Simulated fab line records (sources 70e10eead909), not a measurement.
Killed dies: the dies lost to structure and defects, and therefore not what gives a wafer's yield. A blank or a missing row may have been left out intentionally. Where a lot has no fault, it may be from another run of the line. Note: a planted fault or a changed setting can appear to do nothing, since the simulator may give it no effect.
A struck lot beside a sound one | flow nand harc | 13 steps out of a route of 1159
Sound: these wafers, L833.1, L833.2, L833.3. Struck: wafers L849.3, L849.5 (left out: L849.4, a lot-mate that was not struck); the cause follows at the end.
For every step that has rows: the tool of each side, followed by ch and its chambers, followed by its first start. Under that, the readings that differ: sound wafers | struck wafers | difference of the means | sigmas: that difference in standard deviations of wafers without a fault.
alike: a reading whose means differ by less than 2 such deviations, as well as words and numbers matching on both sides. not compared: withheld readings; readings where some wafer has no value; bounds like >300 that might hide an equal value; numbers whose values overlap and for which the record gives no deviation.
The two part at a step that has a row with sigmas, a row that says differs or no value, or rows on one side only. Non-overlapping numbers with no deviation appear without sigmas and do not part them. Lack of a reading on every wafer of one side parts them only where that side has two or more wafers.

first, 1 step without rows for these wafers: NHARC_A_STAIRCASE_DESCUM_186 (chemistry O2, time 3 s).
NHARC_A_STAIRCASE_TRIM_187: chemistry O2, time 211.2 s.
  sound on rie diel-11 ch 0,1,3, day 12 00:22; struck on rie diel-13 ch 1,3, day 16 07:22
  alike: chamber pressure mTorr, drypump motor current A, oes product au, rf vpp V, run length s, showerhead plenum p Torr, throttle valve pct
  not compared: rf hours counter h
then, 3 steps without rows for these wafers: NHARC_A_STAIRCASE_ETCH_188 (etches the open film in C4F8/O2, target depth 100 nm, time 40.5 s); NHARC_A_STAIRCASE_TRIM_189 (chemistry O2, time 211.2 s); NHARC_A_STAIRCASE_ETCH_190 (etches the open film in C4F8/O2, target depth 100 nm, time 40.5 s).
NHARC_A_STAIRCASE_TRIM_191: chemistry O2, time 211.2 s.
  sound: rie diel-11 ch 0,2,3; struck: rie diel-13 ch 1,2
  alike: chamber pressure mTorr, drypump motor current A, oes product au, rf vpp V, run length s, showerhead plenum p Torr, throttle valve pct
  not compared: rf hours counter h
then, 1 step without rows for these wafers: NHARC_A_STAIRCASE_ETCH_192 (etches the open film in C4F8/O2, target depth 100 nm, time 40.5 s).
NHARC_A_STAIRCASE_TRIM_193: chemistry O2, time 211.2 s.
  sound: rie diel-11 ch 0,1,2; struck: rie diel-13 ch 1,3
  alike: chamber pressure mTorr, drypump motor current A, oes product au, rf vpp V, run length s, showerhead plenum p Torr, throttle valve pct
  not compared: rf hours counter h
NHARC_A_STAIRCASE_ETCH_194: etches the open film in C4F8/O2, target depth 100 nm, time 40.5 s.
  sound: rie diel-11 ch 1,2,3; struck: rie diel-13 ch 0,1
  alike: chamber pressure mTorr, oes product au, rf vpp V
  not compared: rf hours counter h
NHARC_A_STAIRCASE_TRIM_196: chemistry O2, time 211.2 s.
  sound on rie diel-09 ch 0,1,3, day 12 01:31; struck on rie diel-09 ch 2,3, day 16 08:32
  alike: chamber pressure mTorr, drypump motor current A, oes product au, rf vpp V, run length s, showerhead plenum p Torr, throttle valve pct
  not compared: rf hours counter h
then, 1 step without rows for these wafers: NHARC_A_STAIRCASE_ETCH_197 (etches the open film in C4F8/O2, target depth 100 nm, time 40.5 s).
NHARC_A_STAIRCASE_TRIM_198: chemistry O2, time 211.2 s.
  sound on rie diel-09 ch 0,2,3, day 12 01:47; struck on rie diel-09 ch 0, day 16 09:11
  reading          | sound             | struck      | difference | sigmas
  run length s (s) | 232.3 232.0 232.8 | 167.9 167.7 | -64.6      | -99 or more
  alike: chamber pressure mTorr, drypump motor current A, oes product au, rf vpp V, showerhead plenum p Torr, throttle valve pct
  not compared: rf hours counter h
then, 1 step without rows for these wafers: NHARC_A_STAIRCASE_ETCH_199 (etches the open film in C4F8/O2, target depth 100 nm, time 40.5 s).

WHERE THEY PART
Within this record, at NHARC_A_STAIRCASE_TRIM_198 only.

WHY: what the simulator had put in
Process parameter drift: rie diel-09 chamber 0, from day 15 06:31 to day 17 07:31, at NHARC_A_STAIRCASE_TRIM_198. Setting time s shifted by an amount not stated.
